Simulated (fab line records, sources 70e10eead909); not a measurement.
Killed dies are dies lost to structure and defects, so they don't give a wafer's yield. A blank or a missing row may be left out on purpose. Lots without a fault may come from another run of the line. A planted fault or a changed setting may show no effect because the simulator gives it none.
fab line records | flow nand_harc
record lots=11 wafers=33 last_day=33
route steps=1302 shown A_M0@1151 END@1302
lots that met no fault: from a run of the same line without faults
start_h: hours from the record's first day to the start of the lot's first wafer shown | wait_h: hours since the lot's step before | " the same as in the row above | L1.1+2: a row that stands for several wafers | - no value, or no start given | * or withheld: withheld | < > ~ a bound
route shown NAME@n: a module of which the file shows steps, and the number in the route of the first | usual: mean/standard deviation of fault-free wafers | same: alike in all rows | chamber/n: place in a boat | sites: the reading at each site | _std_site: their standard deviation | _edge_site: outer sites' mean less inner sites' | radius_mm: how far each site lies from the wafer's centre | mask NAME#n: copy n | behind: the tool/chamber that last shaped the wafer | hold: why the lot was held/for how many hours/how that ended | device: the transistor (n, p or np) that didn't switch | end of line: the same wafers' tests at the end of the route | a step without rows: its recipe alone | killed: dies lost to structure and defects at the first sort, not the wafer's yield | map: a wafer's dies, x killed, . not, _ none there
set.NAME: the setting as run; set.NAME@STEP: as run at that earlier step | model.NAME: the simulator's own value behind a step, which no gauge read
steps of the route over a sample of lots; a table a step, a row a wafer
services: from which hour (start_h, from the record's first day; less than 0 if before it) a tool's chamber was out of use, for how many hours, and why
## steps
# step NHARC_A_M0_ETCH_34
# recipe target_depth_a=400 overetch_a=120 time_s=43.94 ion_energy_ev=200 n2_flow_sccm=150 h2_flow_sccm=150 ar_flow_sccm=0 rf_w=400 bias_w=150 chemistry=N2/H2
# usual drypump_motor_current_A=5.7/0.51 oes_product_au=1.002/0.0098 rf_fwd_power_W=395.0/2.5 rf_vpp_V=430.3/2.8 showerhead_plenum_p_Torr=2.03/0.094 throttle_valve_pct=14.170/0.0091
# columns lot.wafer tool chamber start_h wait_h drypump_motor_current_A oes_product_au rf_fwd_power_W rf_hours_counter_h rf_vpp_V showerhead_plenum_p_Torr throttle_valve_pct
L373.1 rie_diel-06 0 545.41 0.1 5.5 1.007 392.3 2.1 430.8 2.08 14.165
L373.4 " 1 " " 5.1 1.016 398.8 3.2 431.2 2.05 14.175
L373.6 " 0 " " 5.5 1.003 394.8 - 431.4 2.08 14.170
L375.1 rie_diel-05 1 557.65 0.1 6.0 1.006 390.7 5.4 431.5 2.03 14.185
L375.2 " 2 " " 5.5 0.994 396.8 5.2 429.1 1.97 14.158
L375.5 " 1 " " 6.0 0.995 392.7 - 430.2 2.03 14.167
L380.2 rie_diel-01 3 584.56 0.1 6.1 0.993 396.8 1.2 428.3 1.97 14.169
L380.5 " 2 " " 4.8 1.008 397.0 - 435.1 2.20 14.155
L380.6 " 3 " " 6.1 0.996 396.8 - 427.6 1.97 14.153
L379.4 rie_diel-06 2 586.80 0.1 5.5 1.003 396.2 5.4 426.2 1.90 14.173
L379.5 " 3 " " 5.7 1.009 394.4 - 433.9 2.15 14.166
L379.6 " 0 " " 5.5 0.988 388.9 - 432.9 2.08 14.153
L381.2 rie_diel-05 0 613.96 0.1 6.1 1.007 392.7 0.6 429.8 2.03 14.173
L381.1 " 2 " " 5.5 1.023 399.3 0.9 427.0 1.97 14.148
L381.4 " 3 " " 6.5 1.015 396.5 0.5 434.6 2.19 14.175
L382.1 rie_diel-01 2 629.82 0.1 4.8 0.999 397.9 2.7 435.8 2.20 14.161
L382.2 " 3 " " 6.0 0.980 397.8 2.8 427.4 1.97 14.175
L382.3 " 1 " " 6.2 1.012 395.0 2.7 427.5 1.99 14.194
L387.1 rie_diel-05 0 667.79 0.1 6.1 1.000 393.2 2.7 430.6 2.03 14.152
L387.6 " 3 " " 6.4 1.011 395.8 - 434.8 2.19 14.171
L387.5 " 0 " " 6.1 0.997 392.2 - 430.4 2.03 14.169
L392.4 rie_diel-05 2 714.59 0.1 5.5 1.007 398.3 6.0 430.4 1.97 14.171
L392.2 " 3 " " 6.5 1.015 394.1 6.1 434.7 2.19 14.176
L392.1 " 0 " " 6.1 1.004 392.7 5.8 430.0 2.03 14.163
L393.2 rie_diel-01 3 718.99 0.1 6.1 0.998 397.0 8.2 428.7 1.96 14.170
L393.1 " 1 " " 6.2 1.021 395.5 7.7 427.9 1.99 14.175
L393.5 " 3 " " 6.1 1.008 397.0 - 430.1 1.96 14.172
L394.3 rie_diel-05 0 743.42 0.1 6.1 1.008 393.7 9.2 430.0 2.03 14.164
L394.4 " 1 " " 6.0 1.001 390.9 9.6 430.9 2.03 14.145
L394.6 " 0 " " 6.1 0.999 393.3 - 429.7 2.03 14.169
L396.2 rie_diel-06 2 755.21 0.1 5.5 1.000 398.3 5.5 423.7 1.89 14.183
L396.5 " 2 " " 5.5 1.003 395.8 - 426.1 1.89 14.169
L396.6 " 3 " " 5.7 1.001 395.9 - 432.9 2.14 14.177
# step NHARC_A_M0_STRIP_18
# recipe power_w=1000 n2_flow_sccm=150 h2_flow_sccm=150 ar_flow_sccm=0 bias_w=0 chemistry=N2/H2
# usual drypump_motor_current_A=5.7/0.52 oes_product_au=1.003/0.01 rf_fwd_power_W=997/3.2 rf_vpp_V=90.7/1.1 showerhead_plenum_p_Torr=2.03/0.1 throttle_valve_pct=14.171/0.0095
# columns lot.wafer tool chamber start_h wait_h drypump_motor_current_A oes_product_au rf_fwd_power_W rf_hours_counter_h rf_vpp_V showerhead_plenum_p_Torr throttle_valve_pct
L373.4 rie_diel-06 3 545.70 0.1 5.7 1.012 995 2 92.7 2.15 14.178
L373.1 " 1 " " 5.1 1.010 1004 3 90.3 2.05 14.170
L373.6 " 0 " " 5.5 0.996 993 - 92.0 2.08 14.176
L375.1 rie_diel-05 2 557.94 0.1 5.5 0.998 1000 5 91.4 1.97 14.189
L375.2 " 3 " " 6.5 1.011 1001 6 90.1 2.19 14.176
L375.5 " 3 " " 6.5 1.013 999 - 91.5 2.19 14.172
L380.2 rie_diel-01 3 584.87 0.1 6.1 0.987 994 1 90.9 1.97 14.170
L380.6 " 2 " " 4.8 0.986 999 - 90.6 2.20 14.165
L380.5 " 3 " " 6.0 0.979 996 - 89.8 1.97 14.175
L379.4 rie_diel-01 1 587.15 0.1 6.2 1.008 998 1 90.6 1.99 14.165
L379.6 " 2 " " 4.8 1.006 991 - 93.2 2.20 14.175
L379.5 " 3 " " 6.1 0.989 994 - 90.0 1.97 14.167
L381.4 rie_diel-01 1 614.27 0.1 6.2 1.021 1002 2 90.2 1.99 14.186
L381.2 " 3 " " 6.1 0.988 1003 2 90.2 1.97 14.190
L381.1 " 0 " " 5.1 0.999 995 2 89.6 1.91 14.156
L382.2 rie_diel-01 2 630.11 0.1 4.8 1.005 996 3 91.6 2.20 14.166
L382.3 " 3 " " 6.0 0.989 996 3 90.0 1.97 14.145
L382.1 " 1 " " 6.2 1.008 1001 3 90.2 1.99 14.173
L387.1 rie_diel-05 0 668.12 0.1 6.1 1.006 996 3 89.1 2.03 14.164
L387.6 " 2 " " 5.5 1.013 995 - 90.1 1.97 14.167
L387.5 " 3 " " 6.5 1.022 997 - 91.3 2.19 14.169
L392.1 rie_diel-01 2 714.87 0.1 4.8 0.998 994 8 91.2 2.19 14.168
L392.4 " 3 " " 6.1 0.982 995 8 90.4 1.96 14.199
L392.2 " 1 " " 6.2 1.012 996 8 89.6 1.99 14.168
L393.2 rie_diel-01 1 719.30 0.1 6.2 1.019 996 8 89.9 1.99 14.156
L393.1 " 3 " " 6.0 0.999 996 8 91.5 1.96 14.160
L393.5 " 1 " " 6.2 1.009 995 - 90.7 1.99 14.185
L394.3 rie_diel-05 1 743.71 0.1 6.0 0.997 996 10 90.4 2.03 14.165
L394.4 " 3 " " 6.4 1.020 992 9 91.6 2.19 14.174
L394.6 " 1 " " 6.0 1.000 997 - 89.5 2.03 14.175
L396.2 rie_diel-01 3 755.50 0.1 6.1 0.997 995 0 89.9 1.96 14.172
L396.6 " 3 " " 6.0 0.995 996 - 91.9 1.96 14.171
L396.5 " 1 " " 6.2 1.008 995 - 90.4 1.99 14.165
# step NHARC_A_M0_DEGAS_28
# recipe temp_c=250 time_s=60
# usual heater_power_w=328/37
# columns lot.wafer tool chamber start_h wait_h heater_power_w
L373.1 pvd_sputter-01 - 546.25 - 263
L373.4 " - " " 342
L373.6 " - " " 268
L375.2 pvd_sputter-03 - 558.50 - 369
L375.1 " - " " 290
L375.5 " - " " 370
L380.2 pvd_sputter-02 - 585.41 - 327
L380.5 " - " " 355
L380.6 " - " " 356
L379.4 pvd_sputter-02 - 587.70 - 354
L379.6 " - " " 318
L379.5 " - " " 379
L381.2 pvd_sputter-03 - 614.82 - 363
L381.4 " - " " 293
L381.1 " - " " 322
L382.3 pvd_sputter-02 - 630.66 - 353
L382.1 " - " " 314
L382.2 " - " " 377
L387.1 pvd_sputter-02 - 668.62 - 350
L387.5 " - " " 345
L387.6 " - " " 361
L392.2 pvd_sputter-02 - 715.42 - 322
L392.1 " - " " 373
L392.4 " - " " 360
L393.1 pvd_sputter-01 - 719.83 - 261
L393.2 " - " " 332
L393.5 " - " " 275
L394.4 pvd_sputter-02 - 744.25 - 321
L394.3 " - " " 356
L394.6 " - " " 369
L396.2 pvd_sputter-02 - 756.12 - 361
L396.6 " - " " 363
L396.5 " - " " 320
# step NHARC_A_M0_CMP_23
# recipe t_overpolish_s=20 target_thk_nm=113.75
# usual edge_zone_pressure_frac=1.000/0.0054 motor_current_A=11.5/1.5 slurry_filter_dp_kPa=13.50/0.15 time_to_endpoint_s=29.0/2.6
# columns lot.wafer tool chamber start_h wait_h edge_zone_pressure_frac motor_current_A slurry_filter_dp_kPa time_to_endpoint_s
L373.4 cmp-03 3 547.32 - 1.011 11.7 13.40 26.7
L373.1 " 2 " " 0.999 12.6 13.42 27.5
L373.6 " 0 " " 1.002 8.3 13.53 23.2
L375.2 cmp-03 3 559.58 - 1.007 10.9 13.44 29.2
L375.1 " 2 " " 1.003 12.5 13.25 24.2
L375.5 " 3 " " 0.999 11.8 13.47 26.2
L380.2 cmp-03 2 586.58 - - - - -
L380.5 " 3 " " - - - -
L380.6 " 0 " " - - - -
L379.4 cmp-02 3 589.24 - - - - -
L379.6 " 3 " " - - - -
L379.5 " 0 " " - - - -
L381.1 cmp-03 3 615.89 - 1.002 11.1 13.37 28.4
L381.2 " 1 " " 1.001 10.4 13.74 26.7
L381.4 " 2 " " 0.999 11.9 13.70 26.3
L382.2 cmp-03 3 631.74 - 1.000 11.4 13.72 30.3
L382.1 " 1 " " 1.006 11.4 13.39 30.3
L382.3 " 2 " " 0.992 12.6 13.41 28.8
L387.1 cmp-02 2 669.78 - 0.998 11.0 13.33 31.3
L387.6 " 3 " " 1.011 11.6 13.57 26.6
L387.5 " 0 " " 1.008 10.2 13.48 26.6
L392.4 cmp-01 2 716.50 - 0.993 12.6 13.61 27.7
L392.1 " 3 " " 1.001 11.5 13.39 25.5
L392.2 " 1 " " 1.002 13.4 13.60 26.3
L393.2 cmp-02 3 720.99 - 1.013 12.3 13.53 28.7
L393.1 " 1 " " 0.994 11.9 13.53 28.7
L393.5 " 3 " " 1.009 11.7 13.68 29.1
L394.4 cmp-01 2 745.39 - 1.000 12.9 13.41 30.4
L394.3 " 3 " " 1.002 10.8 13.52 32.7
L394.6 " 1 " " 1.001 13.9 13.46 30.5
L396.2 cmp-03 2 757.24 - 1.001 12.7 13.24 24.8
L396.6 " 0 " " 0.994 8.2 13.54 25.7
L396.5 " 1 " " 1.006 10.9 13.67 27.4
# step NHARC_A_M0_THK_MEAS_24
# recipe thk_meas_gauge=xrf
# usual thk_nm=114.1/1.2
# columns lot.wafer tool chamber start_h wait_h thk_nm
L373.1 film_metro-01 - 547.63 - 112.7
L373.4 " - " " 114.7
L373.6 " - " " 112.3
L375.1 film_metro-01 - 559.90 - 115.3
L375.2 " - " " 114.2
L375.5 " - " " 116.8
L380.2 film_metro-01 - 586.81 0.2 399.4
L380.5 " - " " 401.2
L380.6 " - " " 400.1
L379.4 film_metro-01 - 589.56 0.3 404.2
L379.5 " - " " 403.4
L379.6 " - " " 402.1
L381.1 film_metro-01 - 616.21 - 113.6
L381.2 " - " " 113.7
L381.4 " - " " 112.7
L382.1 film_metro-02 - 632.05 - 114.9
L382.2 " - " " 113.4
L382.3 " - " " 115.0
L387.1 film_metro-01 - 670.02 - 114.1
L387.5 " - " " 114.2
L387.6 " - " " 113.0
L392.1 film_metro-02 - 716.81 - 113.9
L392.2 " - " " 116.0
L392.4 " - " " 114.1
L393.1 film_metro-02 - 721.27 - 111.9
L393.2 " - " " 113.0
L393.5 " - " " 113.1
L394.3 film_metro-02 - 745.65 - 115.7
L394.4 " - " " 112.6
L394.6 " - " " 113.4
L396.2 film_metro-02 - 757.51 - 111.7
L396.5 " - " " 113.6
L396.6 " - " " 112.6
# step NHARC_END_SORT_01
# recipe temp_c=25
# usual defect_limited_yield=90.9/2.6 killed_at_array=57/18 killed_at_other=0.8/1 killed_at_periphery=3.9/2.8 killed_dies=62/18 killed_open=3.4/1.8 killed_short=2.2/1.6
# same gross_dies=677
# columns lot.wafer tool chamber start_h wait_h defect_limited_yield[%] killed_at_array killed_at_other killed_at_periphery killed_dies killed_open killed_short
L380.2 prober-01 0 623.23 2.8 0 675 2 0 677 4 0
L380.5 prober-01 0 625.60 3.7 0 671 1 5 677 2 1
L380.6 prober-01 0 626.39 4.0 0 674 1 2 677 3 1
L379.4 prober-01 0 632.57 3.4 0 672 2 3 677 2 3
L379.5 prober-01 0 633.38 3.7 0 676 0 1 677 3 0
L379.6 prober-01 0 634.18 4.0 0 675 0 2 677 4 0
# killed by level:class
L380.2 A_M0:area_cmp=630 A_SLIT:chamber_film_flake=30 A_CHANNEL_HOLE_D2:chamber_film_flake=5 A_CHANNEL_FILL_D1:geometric_particle:open=3 A_M0:chamber_film_flake=2 THIN_TSV:chamber_film_flake=2 A_ONON_D1:geometric_particle:open=1 A_CHANNEL_HOLE_D1:chamber_film_flake=1
L380.5 A_M0:area_cmp=626 A_SLIT:chamber_film_flake=24 A_CHANNEL_HOLE_D2:chamber_film_flake=10 P_CONTACT:chamber_film_flake=5 A_CHANNEL_HOLE_D1:chamber_film_flake=4 A_CONTACT:chamber_film_flake=3 A_M1:geometric_particle:open=1 A_CHANNEL_FILL_D1:geometric_particle:short=1
L380.6 A_M0:area_cmp=634 A_SLIT:chamber_film_flake=22 A_CHANNEL_HOLE_D1:chamber_film_flake=6 A_CHANNEL_HOLE_D2:chamber_film_flake=4 A_CONTACT:chamber_film_flake=2 A_ONON_D1:geometric_particle:open=1 A_DECK1_JOINT:geometric_particle:short=1 A_SLIT:geometric_particle:open=1
L379.4 A_M0:area_cmp=621 A_CHANNEL_HOLE_D2:chamber_film_flake=27 A_CHANNEL_HOLE_D1:chamber_film_flake=18 A_ZERO_WELL:chamber_film_flake=2 A_STAIRCASE:chamber_film_flake=2 P_CONTACT:geometric_particle:open=1 P_M0:geometric_particle:short=1 A_CHANNEL_FILL_D1:geometric_particle:open=1
L379.5 A_M0:area_cmp=600 A_CHANNEL_HOLE_D2:chamber_film_flake=32 A_CHANNEL_HOLE_D1:chamber_film_flake=31 A_STAIRCASE:chamber_film_flake=8 A_DECK1_JOINT:chamber_film_flake=2 P_M0:geometric_particle:open=1 A_ONON_D2:geometric_particle:open=1 A_WL_FILL:geometric_particle:open=1
L379.6 A_M0:area_cmp=605 A_CHANNEL_HOLE_D2:chamber_film_flake=31 A_CHANNEL_HOLE_D1:chamber_film_flake=29 A_STAIRCASE:chamber_film_flake=5 P_CONTACT:geometric_particle:open=2 A_ONON_D1:geometric_particle:open=1 A_CHANNEL_FILL_D2:geometric_particle:open=1 A_CHANNEL_FILL_D1:chamber_film_flake=1
## services
# columns tool chamber start_h hours kind
rie_diel-06 1 525.83 4.6 repair
cmp-03 - 526.78 3.5 repair
cmp-02 - 530.50 4.0 pm
rie_diel-06 2 532.31 4.3 repair
cmp-03 - 554.06 4.0 pm
rie_diel-01 - 557.85 9.0 pm
cmp-02 - 569.35 19.5 repair
rie_diel-05 - 583.66 9.0 pm
cmp-02 - 628.50 4.0 pm
pvd_sputter-02 - 638.00 10.0 pm
cmp-03 - 652.06 4.0 pm
cmp-03 - 657.07 2.1 repair
rie_diel-01 - 660.51 0.9 repair
rie_diel-06 - 661.27 9.0 pm
rie_diel-01 1 674.91 6.9 repair
rie_diel-05 - 679.78 1.0 repair
rie_diel-05 0 687.84 16.6 repair
cmp-03 - 696.04 0.9 repair
rie_diel-01 0 700.24 8.4 repair
rie_diel-01 - 734.85 9.0 pm
rie_diel-06 0 739.01 1.5 repair
cmp-03 - 744.73 1.1 repair
rie_diel-01 2 749.84 18.9 repair
cmp-03 - 750.06 4.0 pm
## key
first_sign step=NHARC_A_M0_CMP_23 reading=tool_record direction=missing
effect step=NHARC_A_M0_THK_MEAS_24 reading=thk_nm direction=up sigmas=99+ usual=114.1 struck=401.7
effect step=NHARC_END_SORT_01 reading=defect_limited_yield direction=down sigmas=34 usual=90.9 struck=0
more_kills_born_at NHARC_A_M0_CMP_23@cmp-03=1890 NHARC_A_M0_CMP_23@cmp-02=1826
met_at NHARC_A_M0_CMP_23
struck_lots L379,L380
later_rows_left_out L379.4,L379.5,L379.6,L380.2,L380.5,L380.6
not_acting_at NHARC_A_M0_ETCH_34,NHARC_A_M0_STRIP_18,NHARC_A_M0_DEGAS_28
onset_between 559.58 586.58
fault kind=skipped_step_whole tool=cmp-02,cmp-03 chamber=- onset_h=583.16 steps=NHARC_A_M0_CMP_23 scope=struck_lots_only
# later_rows_left_out: the simulator's readings of these wafers behind a module that went badly wrong aren't trusted and aren't shown, but for the sort
